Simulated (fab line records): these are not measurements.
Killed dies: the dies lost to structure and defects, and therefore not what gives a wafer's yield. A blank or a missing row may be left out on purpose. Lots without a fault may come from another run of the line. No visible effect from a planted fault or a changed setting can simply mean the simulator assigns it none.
Matching of chambers -- flow n5_finfet -- rie_diel-05 running N5_SD_EPI_N_ETCH_35: 4 sister chambers
The step etches SOC in N2/H2, overetch 108 nm, time 486 s. 16 wafers are shown with their chamber, then 8 later ones without.

== WAFERS WITH THEIR CHAMBER ==
wafer,chamber,showerhead_plenum_p_Torr (Torr),throttle_valve_pct (%),oes_product_au (a.u.)
L074.2,0,2.42,23.96,0.64
L074.3,3,2.63,23.88,0.64
L074.5,1,2.42,24.29,0.63
L081.2,0,2.41,23.97,0.63
L081.3,1,2.41,24.30,0.62
L081.5,0,2.41,23.96,0.62
L083.2,2,2.59,23.36,0.81
L083.4,1,2.41,24.31,0.62
L083.5,2,2.59,23.38,0.82
L085.3,1,2.41,24.30,0.62
L085.4,0,2.41,23.97,0.62
L085.6,3,2.62,23.91,0.63
L090.1,2,2.58,23.38,0.78
L090.2,0,2.40,23.97,0.62
L090.5,2,2.58,23.39,0.79
L091.2,3,2.61,23.72,0.89

SIGNATURES, as means of the wafers listed above
reading,chamber 0,chamber 1,chamber 2,chamber 3,scatter within a chamber
showerhead_plenum_p_Torr,2.4100,2.4125,2.5850,2.6200,0.00692
throttle_valve_pct,23.9660,24.3000,23.3775,23.8367,0.0425
oes_product_au,0.6260,0.6225,0.8000,0.7200,0.0611
Rule: for a wafer and a chamber, the distance is found by dividing, reading by reading, the gap between the wafer's reading and the chamber's mean by the reading's scatter, squaring, summing and taking the root. The wafer belongs to the nearest chamber; if the next one is less than 2 further off, it can't be placed. How the scatter is found: for the shown wafers, subtract from each reading the mean of its chamber, square and add these, divide the total by (wafers less chambers), then take the root.

== WAFERS MISSING THEIR CHAMBER ==
wafer,showerhead_plenum_p_Torr (Torr),throttle_valve_pct (%),oes_product_au (a.u.)
L091.3,2.40,24.34,0.61
L091.4,2.58,23.39,0.78
L094.1,2.61,23.70,0.85
L094.4,2.58,23.39,0.77
L094.6,2.61,23.72,0.85
L096.1,2.72,24.07,0.89
L096.3,2.61,23.72,0.83
L096.4,2.40,24.02,0.61

== THE CHAMBER EACH PASSED THROUGH ==
wafer,from the rows above,in truth
L091.3,1,1
L091.4,2,2
L094.1,3,3
L094.4,2,2
L094.6,3,3
L096.1,3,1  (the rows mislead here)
L096.3,3,3
L096.4,0,0
7 of 8 placed correctly. Number that these rows cannot place: 0. 1 placed wrongly.
